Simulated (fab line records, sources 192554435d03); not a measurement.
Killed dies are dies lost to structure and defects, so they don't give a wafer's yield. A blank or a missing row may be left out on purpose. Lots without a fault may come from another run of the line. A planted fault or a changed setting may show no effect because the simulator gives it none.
Chamber matching | flow n5_finfet | N5_DUMMY_GATE_ETCH_44 on rie_si-04: 4 sister chambers
The step etches poly-Si in HBr/O2, stops on SiO2, target depth 127.5 nm. 16 wafers are shown with their chamber, then 8 later ones without.

WAFERS WITH THEIR CHAMBER
wafer  | chamber | throttle_valve_pct (%) | oes_product_au (a.u.)
L075.3 | 2       | 18.65                  | 0.711
L075.4 | 3       | 18.39                  | 0.721
L075.6 | 1       | 18.81                  | 0.707
L082.1 | 1       | 18.81                  | 0.719
L082.4 | 3       | 18.39                  | 0.725
L082.5 | 2       | 18.67                  | 0.728
L083.1 | 0       | 18.41                  | 0.737
L083.2 | 3       | 18.38                  | 0.722
L083.3 | 1       | 18.82                  | 0.718
L085.1 | 0       | 18.40                  | 0.727
L085.3 | 1       | 18.82                  | 0.697
L085.6 | 2       | 18.67                  | 0.711
L087.1 | 0       | 18.40                  | 0.741
L087.2 | 1       | 18.82                  | 0.712
L087.5 | 2       | 18.66                  | 0.729
L088.3 | 0       | 18.40                  | 0.722

SIGNATURES (means of the wafers above)
reading            | chamber 0 | chamber 1 | chamber 2 | chamber 3 | scatter within a chamber
throttle_valve_pct | 18.4025   | 18.8160   | 18.6625   | 18.3867   | 0.00669
oes_product_au     | 0.73175   | 0.71060   | 0.71975   | 0.72267   | 0.00852
Rule: a wafer's distance from a chamber is the root of the sum, over the readings, of the square of ((its reading less the chamber's mean) divided by the reading's scatter). The wafer belongs to the nearest chamber; if the next one is less than 2 further off, it can't be placed. The scatter: the root of (the sum of the squares of (reading less its chamber's mean) over the shown wafers, divided by (wafers less chambers)).

WAFERS WITHOUT THEIR CHAMBER
wafer  | throttle_valve_pct (%) | oes_product_au (a.u.)
L088.4 | 18.40                  | 0.726
L088.5 | 18.81                  | 0.709
L093.3 | 18.82                  | 0.717
L093.4 | 18.12                  | 0.709
L093.6 | 18.40                  | 0.723
L095.1 | 18.83                  | 0.721
L095.4 | 18.39                  | 0.732
L095.6 | 18.66                  | 0.727

WHICH CHAMBER EACH WENT THROUGH
wafer  | from the rows above     | in truth
L088.4 | can't be placed: 0 or 3 | 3
L088.5 | 1                       | 1
L093.3 | 1                       | 1
L093.4 | 3                       | 3
L093.6 | can't be placed: 0 or 3 | 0
L095.1 | 1                       | 1
L095.4 | can't be placed: 3 or 0 | 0
L095.6 | 2                       | 2
Placed correctly: 5 of 8. Can't be placed from these rows: 3 (the true chamber is among the candidates in 3). Placed wrongly: 0.
